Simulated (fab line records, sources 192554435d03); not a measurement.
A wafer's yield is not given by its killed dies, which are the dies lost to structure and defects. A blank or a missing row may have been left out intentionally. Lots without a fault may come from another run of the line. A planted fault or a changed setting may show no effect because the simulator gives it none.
fab line records ; flow n5Finfet
[record] lots = 10; wafers = 30; lastDay = 19
route steps=1938 shown BEOL_M4@1111 BEOL_M8@1389 BEOL_M9@1403 PASSIVATION@1936
lots untouched by any fault: they come from a run of this same line in which no faults occurred
startH: hours from the record's opening day to when the first of the lot's shown wafers began ; waitH: hours from the lot's prior step to this one ; " identical to the entry in the row above ; L1.1+2: one row covering several wafers at once ; - either no value or no given start ; * or withheld: withheld ; < > ~ a bound
route shown NAME@n: NAME is a module with steps in the file, n the number in the route of the first one ; usual: mean/standard deviation of fault-free wafers ; same: alike in all rows ; chamber/n: place in a boat ; sites: each site's reading ; _std_site: their standard deviation ; _edge_site: the outer-site mean with the inner-site mean subtracted ; radiusMm: how far each site lies from the wafer's centre ; mask NAME#n: copy n ; behind: the last tool/chamber to shape the wafer ; hold: why the lot went on hold/how many hours it stayed there/how the hold came to an end ; device: the n, p or np transistor that did not switch ; end of line: tests run on the same wafers once the route is complete ; a step with no rows: only its recipe ; killed: the dies lost at the first sort to structure and to defects; this is not the yield of the wafer ; map: a wafer's dies, marking killed ones x, the rest . and places with no die _
set.NAME: the run value of the setting; set.NAME@STEP: its run value at that earlier step ; model.NAME: the simulator's own value behind a step, which no gauge read
the route's steps for a sample of lots (tables are steps, rows are wafers)
services: when a tool's chamber went out of use (startH, in hours from the record's first day, below 0 if earlier), for how many hours, and the reason
[[steps]]
[step N5_BEOL_M4_RC_MEAS_101]
[usual] DIBL_N = 35.3/1.8; DIBL_P = 35.2/2.2; IOFF_N = 0.144/0.029; IOFF_P = 0.19/0.031; ION_N = 670/12; ION_P = 460/7.6; SS_N = 71.2/0.62; SS_P = 73.0/0.69; VT_N = 251/3.4; VT_P = -251.4/2.6
lot.wafer;tool;chamber;startH;waitH;DIBL_N[mV/V];DIBL_P[mV/V];IOFF_N[nA/um];IOFF_P[nA/um];ION_N[uA/um];ION_P[uA/um];SS_N[mV/dec];SS_P[mV/dec];VT_N[mV];VT_P[mV]
L148.2;prober-02;0;192.42;0.2;33.2;33.2;0.121;0.16;657;446;70.9;72.7;254;-255.4
L148.3;prober-02;0;192.42;0.2;33.8;34.6;0.138;0.19;688;471;70.9;72.6;250;-251.3
L148.5;prober-02;0;192.42;0.2;34.2;34.7;0.134;0.19;659;456;70.6;73.1;251;-249.5
L153.1;prober-01;0;236.78;0.0;36.7;36.9;0.172;0.21;675;459;72.3;73.8;249;-252.4
L153.3;prober-01;0;236.78;0.0;29.2;27.8;0.072;0.10;628;436;69.8;72.0;263;-260.2
L153.6;prober-01;0;236.78;0.0;34.0;34.2;0.124;0.16;651;449;71.8;73.0;255;-253.9
L155.1;prober-02;0;238.17;0.2;31.7;32.1;0.103;0.14;658;455;70.2;72.0;257;-255.7
L155.2;prober-02;0;238.17;0.2;35.2;36.9;0.156;0.21;673;461;71.4;73.1;251;-253.1
L155.4;prober-02;0;238.17;0.2;35.5;36.9;0.157;0.20;679;462;71.3;73.4;249;-249.9
L160.4;prober-01;0;247.36;0.5;34.3;33.8;0.124;0.18;679;469;71.9;72.3;254;-251.6
L160.5;prober-01;0;247.36;0.5;36.0;36.2;0.150;0.21;687;471;72.0;72.4;249;-249.7
L160.6;prober-01;0;247.36;0.5;36.5;36.8;0.172;0.24;688;470;71.8;73.6;247;-248.1
L164.2;prober-01;0;281.12;0.2;35.2;37.0;0.166;0.22;679;457;72.0;74.0;247;-252.0
L164.3;prober-01;0;281.12;0.2;33.5;35.2;0.137;0.18;678;461;70.9;72.5;252;-254.6
L164.6;prober-01;0;281.12;0.2;33.7;36.4;0.148;0.20;678;467;70.8;73.4;249;-253.4
L165.1;prober-01;0;306.10;0.0;36.0;34.9;0.143;0.19;659;456;71.5;72.6;254;-249.3
L165.2;prober-01;0;306.10;0.0;35.0;34.2;0.130;0.18;673;465;70.1;72.3;251;-252.6
L165.3;prober-01;0;306.10;0.0;32.7;31.9;0.108;0.16;665;468;70.4;72.3;252;-250.9
L167.2;prober-02;0;309.54;0.2;34.2;33.7;0.142;0.19;685;470;70.9;72.5;250;-249.0
L167.3;prober-02;0;309.54;0.2;32.6;31.2;0.108;0.16;667;460;71.0;72.6;253;-253.1
L167.4;prober-02;0;309.54;0.2;33.4;32.4;0.120;0.18;684;474;70.9;72.9;254;-249.8
L168.1;prober-02;0;318.38;0.0;38.2;38.3;0.193;0.24;678;463;72.3;73.8;246;-248.2
L168.4;prober-02;0;318.38;0.0;36.5;36.2;0.149;0.22;677;461;71.6;72.4;252;-249.9
L168.5;prober-02;0;318.38;0.0;33.5;32.3;0.112;0.16;671;467;71.1;71.8;251;-253.5
L169.1;prober-01;0;324.31;0.0;35.8;35.3;0.138;0.20;668;456;71.2;73.1;250;-249.3
L169.2;prober-01;0;324.31;0.0;37.0;37.5;0.159;0.23;661;460;71.6;72.8;250;-248.0
L169.4;prober-01;0;324.31;0.0;33.9;33.2;0.114;0.16;651;450;70.2;72.4;254;-253.4
L170.3;prober-01;0;341.91;0.3;35.6;34.8;0.137;0.18;667;456;71.4;73.4;254;-254.8
L170.4;prober-01;0;341.91;0.3;40.4;40.9;0.234;0.28;680;461;73.2;74.8;244;-247.3
L170.5;prober-01;0;341.91;0.3;37.9;37.7;0.171;0.23;670;460;72.4;74.4;247;-250.3
[step N5_BEOL_M8_ALD_77]
[recipe] material = TaN; targetThkA = 20; tempC = 275; aldPrecursorFamily = PDMAT; aldCoReactant = NH3; pressureTorr = 3; carrierFlowSccm = 1500; pulseTimeS = 2; purgeTimeS = 3; coReactantPurgeTimeS = 2; coReactantPulseTimeS = 3; aldCycles = 40; precursorVesselTempC = 75; precursorVesselPressureTorr = 26.25; precursorVesselCarrierSccm = 1000
[usual] heaterPowerW = 423/38
[same] purgeTimeS = 3
lot.wafer;tool;chamber;startH;waitH;heaterPowerW
L148.2;aldMetal-01;3;226.09;0.0;449
L148.3;aldMetal-01;2;226.09;0.0;397
L148.5;aldMetal-01;2;226.09;0.0;404
L155.1;aldMetal-04;1;276.95;0.1;388
L155.2;aldMetal-04;2;276.95;0.1;432
L155.4;aldMetal-04;0;276.95;0.1;436
L153.1;aldMetal-04;2;278.01;0.0;439
L153.3;aldMetal-04;1;278.01;0.0;373
L153.6;aldMetal-04;2;278.01;0.0;437
L160.4;aldMetal-01;0;283.91;0.1;483
L160.5;aldMetal-01;0;283.91;0.1;462
L160.6;aldMetal-01;3;283.91;0.1;444
L164.2;aldMetal-04;2;323.90;0.1;430
L164.3;aldMetal-04;1;323.90;0.1;376
L164.6;aldMetal-04;0;323.90;0.1;451
L165.1;aldMetal-04;3;347.53;0.1;398
L165.2;aldMetal-04;1;347.53;0.1;376
L165.3;aldMetal-04;2;347.53;0.1;426
L167.2;aldMetal-04;1;350.31;0.0;382
L167.3;aldMetal-04;0;350.31;0.0;458
L167.4;aldMetal-04;3;350.31;0.0;387
L168.1;aldMetal-03;1;362.52;0.0;372
L168.4;aldMetal-03;3;362.52;0.0;507
L168.5;aldMetal-03;3;362.52;0.0;504
L169.1;aldMetal-01;1;368.92;0.1;426
L169.2;aldMetal-01;2;368.92;0.1;396
L169.4;aldMetal-01;0;368.92;0.1;465
L170.3;aldMetal-04;1;378.87;0.1;379
L170.4;aldMetal-04;0;378.87;0.1;455
L170.5;aldMetal-04;3;378.87;0.1;383
[step N5_BEOL_M8_SURFACE_TREAT_79]
[recipe] gas = Ar; timeS = *; ionEnergyEv = *; ionCurrentMaCm2 = 0.5; pressureMtorr = *; arFlowSccm = 30
[usual] throttleValvePct = *
lot.wafer;tool;chamber;startH;waitH;throttleValvePct
L148.2;pvdSputter-02;-;226.49;0.3;*
L148.3;pvdSputter-02;-;226.49;0.3;*
L148.5;pvdSputter-02;-;226.49;0.3;*
L155.1;pvdSputter-02;-;277.24;0.2;*
L155.2;pvdSputter-02;-;277.24;0.2;*
L155.4;pvdSputter-02;-;277.24;0.2;*
L153.1;pvdSputter-02;-;279.12;1.0;*
L153.3;pvdSputter-02;-;279.12;1.0;*
L153.6;pvdSputter-02;-;279.12;1.0;*
L160.4;pvdSputter-03;-;284.27;0.2;*
L160.5;pvdSputter-03;-;284.27;0.2;*
L160.6;pvdSputter-03;-;284.27;0.2;*
L164.2;pvdSputter-02;-;324.23;0.2;*
L164.3;pvdSputter-02;-;324.23;0.2;*
L164.6;pvdSputter-02;-;324.23;0.2;*
L165.1;pvdSputter-01;-;347.83;0.2;*
L165.2;pvdSputter-01;-;347.83;0.2;*
L165.3;pvdSputter-01;-;347.83;0.2;*
L167.2;pvdSputter-01;-;350.61;0.2;*
L167.3;pvdSputter-01;-;350.61;0.2;*
L167.4;pvdSputter-01;-;350.61;0.2;*
L168.1;pvdSputter-01;-;362.94;0.3;*
L168.4;pvdSputter-01;-;362.94;0.3;*
L168.5;pvdSputter-01;-;362.94;0.3;*
L169.1;pvdSputter-03;-;369.20;0.2;*
L169.2;pvdSputter-03;-;369.20;0.2;*
L169.4;pvdSputter-03;-;369.20;0.2;*
L170.3;pvdSputter-03;-;379.25;0.2;*
L170.4;pvdSputter-03;-;379.25;0.2;*
L170.5;pvdSputter-03;-;379.25;0.2;*
[step N5_BEOL_M8_ECD_50]
[recipe] material = Cu; targetThkA = 3000
lot.wafer;tool;chamber;startH;waitH
L148.2+3+5;ecdCu-02;0;226.82;0.1
L155.1+2+4;ecdCu-01;0,1,1;277.87;0.1
L153.1+3+6;ecdCu-01;0,1,0;279.63;0.1
L160.4+5+6;ecdCu-01;1,0,1;284.64;0.1
L164.2+3+6;ecdCu-01;1;324.74;0.1
L165.1+2+3;ecdCu-01;1,0,1;348.47;0.1
L167.2+3+4;ecdCu-01;0,1,0;351.24;0.1
L168.1+4+5;ecdCu-02;0,1,0;363.32;0.1
L169.1+2+4;ecdCu-01;1,0,0;369.66;0.1
L170.3+4+5;ecdCu-02;0,1,1;379.67;0.1
[step N5_BEOL_M8_CMP_52]
[recipe] stopOn = SiCOH_lowk; tOverpolishS = 6.9; downForcePsi = 1; platenRpm = 50; clearingPlatenDownForcePsi = 1.5; clearingPlatenRpm = 50; postCmpClean = cuAlkaline; targetThkNm = 80; clearingPlatenPadVelocityMS = 0.99484; padVelocityMS = 0.99484
[usual] motorCurrentA = 5.9/0.77; padLifeWafers = 1253/650; timeToEndpointS = 61/3.2
lot.wafer;tool;chamber;startH;waitH;motorCurrentA;padLifeWafers;timeToEndpointS
L148.2;cmp-02;2;227.85;0.2;6.4;1501;59
L148.3;cmp-02;3;227.85;0.2;7.6;1502;58
L148.5;cmp-02;1;227.85;0.2;6.1;-;60
L155.1;cmp-02;3;278.26;0.3;7.7;1956;3
L155.4;cmp-02;1;278.26;0.3;6.0;1958;3
L155.2;cmp-02;2;278.26;0.3;6.3;1959;4
L153.3;cmp-04;1;280.03;0.2;5.4;1746;0
L153.1;cmp-04;0;280.03;0.2;5.0;1749;1
L153.6;cmp-04;1;280.03;0.2;6.1;-;0
L160.4;cmp-02;1;285.22;0.2;6.0;2031;66
L160.6;cmp-02;2;285.22;0.2;6.8;-;67
L160.5;cmp-02;3;285.22;0.2;7.7;-;63
L164.3;cmp-04;2;325.55;0.2;5.9;43;60
L164.2;cmp-04;3;325.55;0.2;4.8;44;59
L164.6;cmp-04;2;325.55;0.2;5.6;-;56
L165.2;cmp-02;3;349.40;0.4;7.7;349;64
L165.3;cmp-02;0;349.40;0.4;6.9;350;64
L165.1;cmp-02;1;349.40;0.4;5.9;351;63
L167.3;cmp-01;3;351.63;0.2;6.1;1002;67
L167.2;cmp-01;0;351.63;0.2;5.7;1003;63
L167.4;cmp-01;2;351.63;0.2;6.8;1005;61
L168.1;cmp-04;2;363.79;0.3;5.8;344;54
L168.4;cmp-04;3;363.79;0.3;4.9;345;56
L168.5;cmp-04;1;363.79;0.3;5.8;-;53
L169.4;cmp-01;1;370.05;0.1;5.3;1158;60
L169.1;cmp-01;2;370.05;0.1;6.5;1159;62
L169.2;cmp-01;0;370.05;0.1;5.9;1161;60
L170.3;cmp-04;1;380.08;0.2;5.4;493;58
L170.4;cmp-04;2;380.08;0.2;5.7;494;56
L170.5;cmp-04;1;380.08;0.2;6.0;-;56
[step N5_BEOL_M9_THK_MEAS_01]
[recipe] reads = SiCOH_lowk_of_BEOL_M9_ILD_DEP_00
[usual] M9_ILD_THK = 268/3.6
lot.wafer;tool;chamber;startH;waitH;M9_ILD_THK[nm]
L148.2;filmMetro-01;-;228.91;0.4;264
L148.3;filmMetro-01;-;228.91;0.4;265
L148.5;filmMetro-01;-;228.91;0.4;269
L160.4;filmMetro-02;-;286.18;0.2;270
L160.5;filmMetro-02;-;286.18;0.2;264
L160.6;filmMetro-02;-;286.18;0.2;268
L164.2;filmMetro-02;-;326.59;0.4;270
L164.3;filmMetro-02;-;326.59;0.4;271
L164.6;filmMetro-02;-;326.59;0.4;272
L165.1;filmMetro-01;-;351.07;0.8;269
L165.2;filmMetro-01;-;351.07;0.8;269
L165.3;filmMetro-01;-;351.07;0.8;273
L167.2;filmMetro-01;-;353.26;0.7;264
L167.3;filmMetro-01;-;353.26;0.7;267
L167.4;filmMetro-01;-;353.26;0.7;264
L168.1;filmMetro-02;-;364.79;0.4;267
L168.4;filmMetro-02;-;364.79;0.4;274
L168.5;filmMetro-02;-;364.79;0.4;269
L169.1;filmMetro-02;-;371.70;0.8;269
L169.2;filmMetro-02;-;371.70;0.8;269
L169.4;filmMetro-02;-;371.70;0.8;271
L170.3;filmMetro-02;-;381.58;0.3;262
L170.4;filmMetro-02;-;381.58;0.3;270
L170.5;filmMetro-02;-;381.58;0.3;267
[step N5_PASSIVATION_PROBE_49]
[usual] defectLimitedYield = 91.0/1.4; killed_at_M0_to_M3 = 36/10; killed_at_M4_up = 15/5; killedAtContacts = 12/6.1; killedAtFrontEnd = 40/13; killedAtOther = 3.8/2.9; killedDies = 106/16; killedOnRim = 14/4.1; killedOpen = 68/12; killedShort = 35/8.2; sort_bin_5_function = 5.2/0.9; sort_bin_6_memory = 3.4/0.71; sortNPass = 1073/17; sortYieldPct = 91.0/1.5
[same] grossDies = 1180; killedAtBackSide = 0; sort_bin_4_leakage[%] = 0; sort_bin_8_speed[%] = 0
lot.wafer;tool;chamber;startH;waitH;defectLimitedYield[%];killed_at_M0_to_M3;killed_at_M4_up;killedAtContacts;killedAtFrontEnd;killedAtOther;killedDies;killedOnRim;killedOpen;killedShort;sort_bin_5_function[%];sort_bin_6_memory[%];sortNPass;sortYieldPct[%]
L155.1;prober-01;-;355.54;0.0;0;26;1097;19;37;1;1180;152;58;32;96.8;3.0;0;0
L155.2;prober-01;-;355.59;0.1;0;23;1098;15;44;0;1180;152;69;26;96.1;3.6;0;0
L155.4;prober-01;-;355.69;0.2;0;41;1073;22;44;0;1180;152;81;35;95.8;3.8;0;0
L153.1;prober-01;-;375.68;0.2;0;35;1085;4;49;7;1180;152;70;39;95.8;4.0;0;0
L153.3;prober-01;-;375.78;0.3;0;50;1088;10;23;9;1180;152;80;32;96.1;3.5;0;0
L153.6;prober-01;-;375.93;0.5;0;49;1067;3;58;3;1180;152;76;55;95.4;4.3;0;0
L160.4;prober-01;-;377.64;0.9;91.2;35;14;8;41;6;104;15;68;34;5.1;3.6;1076;91.2
L160.5;prober-01;-;377.69;0.9;91.9;28;12;15;37;4;96;15;68;27;4.9;3.1;1084;91.9
L160.6;prober-01;-;377.74;1.0;91.8;25;17;4;47;4;97;12;66;29;4.9;3.0;1083;91.8
L164.2;prober-01;-;391.52;0.1;91.9;34;13;9;35;5;96;11;57;35;4.7;2.8;1084;91.9
L164.3;prober-01;-;391.57;0.1;92.3;46;17;9;16;3;91;12;66;25;4.9;2.5;1089;92.3
L164.6;prober-01;-;391.72;0.3;90.8;36;23;7;40;3;109;24;74;31;5.4;3.4;1071;90.8
L167.2;prober-02;-;422.36;0.1;91.4;32;18;23;28;1;102;12;71;27;5.4;2.8;1078;91.4
L167.3;prober-02;-;422.41;0.1;92.8;24;8;17;36;0;85;14;53;29;4.3;2.4;1095;92.8
L167.4;prober-02;-;422.46;0.2;92.6;22;8;8;47;2;87;11;48;33;4.2;2.6;1093;92.6
// killed by level:class
L155.1 BEOL_M8:areaEcd=1089 MOL_CONTACT_COAG:geometricParticle:open=14 BEOL_M1:geometricParticle:open=7 BEOL_M2:geometricParticle:open=7 FIN_SAQP:geometricParticle:open=5 ILD0:geometricParticle:short=5 STI_FIN_REVEAL:geometricParticle:open=5 DUMMY_GATE:geometricParticle:open=5
L155.2 BEOL_M8:areaEcd=1082 FIN_SAQP:geometricParticle:short=11 MOL_CONTACT_COAG:geometricParticle:open=11 STI_FIN_REVEAL:geometricParticle:open=9 BEOL_M1:geometricParticle:open=7 BEOL_M0_SAQP:geometricParticle:open=5 BEOL_M2:geometricParticle:open=5 DUMMY_GATE:geometricParticle:open=4
L155.4 BEOL_M8:areaEcd=1060 MOL_CONTACT_COAG:geometricParticle:open=16 STI_FIN_REVEAL:geometricParticle:open=11 BEOL_M0_SAQP:geometricParticle:short=10 BEOL_M2:geometricParticle:open=10 FIN_SAQP:geometricParticle:open=8 BEOL_M1:geometricParticle:open=8 MOL_CONTACT_COAG:geometricParticle:short=6
L153.1 BEOL_M8:areaEcd=1070 STI_FIN_REVEAL:geometricParticle:open=19 BEOL_M0_SAQP:geometricParticle:open=9 BEOL_M4:geometricParticle:open=8 FIN_SAQP:geometricParticle:short=6 STI_FIN_REVEAL:geometricParticle:short=6 BEOL_M1:geometricParticle:open=5 BEOL_M2:geometricParticle:open=5
L153.3 BEOL_M8:areaEcd=1067 BEOL_M2:geometricParticle:open=13 BEOL_M1:geometricParticle:open=11 MOL_CONTACT_COAG:geometricParticle:open=10 BEOL_M0_SAQP:geometricParticle:open=8 BEOL_M4:geometricParticle:open=8 FIN_SAQP:geometricParticle:open=6 STI_FIN_REVEAL:geometricParticle:open=6
L153.6 BEOL_M8:areaEcd=1047 BEOL_M0_SAQP:geometricParticle:short=16 STI_FIN_REVEAL:geometricParticle:open=13 FIN_SAQP:geometricParticle:open=10 FIN_SAQP:geometricParticle:short=10 BEOL_M1:geometricParticle:open=9 BEOL_M4:geometricParticle:open=7 BEOL_M2:geometricParticle:open=6
L160.4 BEOL_M2:geometricParticle:open=12 BEOL_M3:geometricParticle:open=10 FIN_SAQP:geometricParticle:short=9 STI_FIN_REVEAL:geometricParticle:open=6 MOL_CONTACT_COAG:geometricParticle:open=6 FIN_SAQP:geometricParticle:open=5 BEOL_M0_SAQP:geometricParticle:short=5 BEOL_M4:geometricParticle:open=5
L160.5 DUMMY_GATE:geometricParticle:open=13 MOL_CONTACT_COAG:geometricParticle:open=12 BEOL_M2:geometricParticle:open=8 STI_FIN_REVEAL:geometricParticle:open=7 BEOL_M3:geometricParticle:open=7 STI_FIN_REVEAL:geometricParticle:short=5 BEOL_M1:geometricParticle:open=4 BEOL_M4:geometricParticle:open=4
L160.6 STI_FIN_REVEAL:geometricParticle:open=14 FIN_SAQP:geometricParticle:open=9 BEOL_M4:geometricParticle:open=7 DUMMY_GATE:geometricParticle:open=7 BEOL_M2:geometricParticle:open=6 FIN_SAQP:geometricParticle:short=4 SPACER0:geometricParticle:open=3 MOL_CONTACT_COAG:geometricParticle:open=3
L164.2 FIN_SAQP:geometricParticle:open=10 BEOL_M0_SAQP:geometricParticle:short=10 FIN_SAQP:geometricParticle:short=9 MOL_CONTACT_COAG:geometricParticle:open=8 BEOL_M0_SAQP:geometricParticle:open=7 BEOL_M3:geometricParticle:open=7 BEOL_M1:geometricParticle:short=4 BEOL_M2:geometricParticle:open=4
L164.3 BEOL_M3:geometricParticle:open=16 BEOL_M0_SAQP:geometricParticle:open=10 BEOL_M2:geometricParticle:open=8 MOL_CONTACT_COAG:geometricParticle:open=7 BEOL_M0_SAQP:geometricParticle:short=7 FIN_SAQP:geometricParticle:short=5 BEOL_M4:geometricParticle:open=5 FIN_CUT:geometricParticle:open=3
L164.6 FIN_SAQP:geometricParticle:short=14 FIN_SAQP:geometricParticle:open=10 STI_FIN_REVEAL:geometricParticle:open=8 BEOL_M0_SAQP:geometricParticle:open=7 BEOL_M0_SAQP:geometricParticle:short=7 BEOL_M3:geometricParticle:open=7 BEOL_M4:geometricParticle:open=7 MOL_CONTACT_COAG:geometricParticle:open=6
L167.2 MOL_CONTACT_COAG:geometricParticle:open=15 BEOL_M4:geometricParticle:open=12 FIN_SAQP:geometricParticle:open=9 MOL_CONTACT_COAG:geometricParticle:short=8 STI_FIN_REVEAL:geometricParticle:open=6 BEOL_M2:geometricParticle:open=6 BEOL_M0_SAQP:geometricParticle:short=6 BEOL_M1:geometricParticle:open=6
L167.3 MOL_CONTACT_COAG:geometricParticle:open=13 STI_FIN_REVEAL:geometricParticle:open=8 FIN_SAQP:geometricParticle:open=6 FIN_SAQP:geometricParticle:short=6 DUMMY_GATE:geometricParticle:open=6 BEOL_M1:geometricParticle:short=5 BEOL_M2:geometricParticle:open=4 MOL_CONTACT_COAG:geometricParticle:short=3
L167.4 STI_FIN_REVEAL:geometricParticle:open=17 FIN_SAQP:geometricParticle:open=7 BEOL_M0_SAQP:geometricParticle:short=7 STI_FIN_REVEAL:geometricParticle:short=5 MOL_CONTACT_COAG:geometricParticle:open=5 HKMG_FIN:areaEtch=5 FIN_SAQP:geometricParticle:short=4 BEOL_M1:geometricParticle:open=4
[[services]]
tool;chamber;startH;hours;kind
cmp-02;-;202.26;3.5;pm
cmp-04;-;220.73;0.5;repair
cmp-01;-;225.87;2.0;repair
cmp-04;-;227.11;4.6;pm
cmp-01;-;233.33;1.0;repair
cmp-04;-;234.31;3.4;repair
ecdCu-01;-;269.44;0.8;repair
cmp-01;-;273.23;8.5;pm
ecdCu-02;-;280.55;2.0;repair
cmp-01;-;289.04;2.5;repair
cmp-02;-;296.71;4.0;pm
cmp-04;-;296.84;0.8;repair
pvdSputter-03;-;308.35;10.1;repair
cmp-04;-;315.30;4.0;pm
aldMetal-04;0;317.49;3.8;repair
aldMetal-03;1;329.18;16.3;repair
pvdSputter-02;-;340.03;24.0;repair
aldMetal-03;2;342.45;10.7;repair
cmp-02;-;347.03;0.2;repair
cmp-01;-;353.00;1.6;repair
ecdCu-01;-;355.10;0.3;repair
aldMetal-03;3;363.10;3.6;repair
ecdCu-01;-;364.09;0.6;repair
ecdCu-01;-;371.03;4.2;repair
[[key]]
[firstSign] step = N5_BEOL_M8_CMP_52; reading = timeToEndpointS; direction = down; sigmas = 19; usual = *; struck = *
[effect] step = N5_PASSIVATION_PROBE_49; reading = killed_at_M4_up; direction = up; sigmas = 99+; usual = 15; struck = 1085
[moreKillsBornAt] N5_BEOL_M8_ECD_50@ecdCu-01 = 6415
metAt N5_BEOL_M8_ECD_50
struckLots L153,L155
laterRowsLeftOut L153.1,L153.3,L153.6,L155.1,L155.2,L155.4
notActingAt N5_BEOL_M8_ALD_77,N5_BEOL_M8_SURFACE_TREAT_79,N5_BEOL_M9_THK_MEAS_01
[fault] kind = skippedStepWhole; tool = ecdCu-01; chamber = -; onsetH = 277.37; steps = N5_BEOL_M8_ECD_50; scope = struckLotsOnly
// laterRowsLeftOut: the simulator's readings of these wafers behind a module that went badly wrong aren't trusted and aren't shown, but for the sort
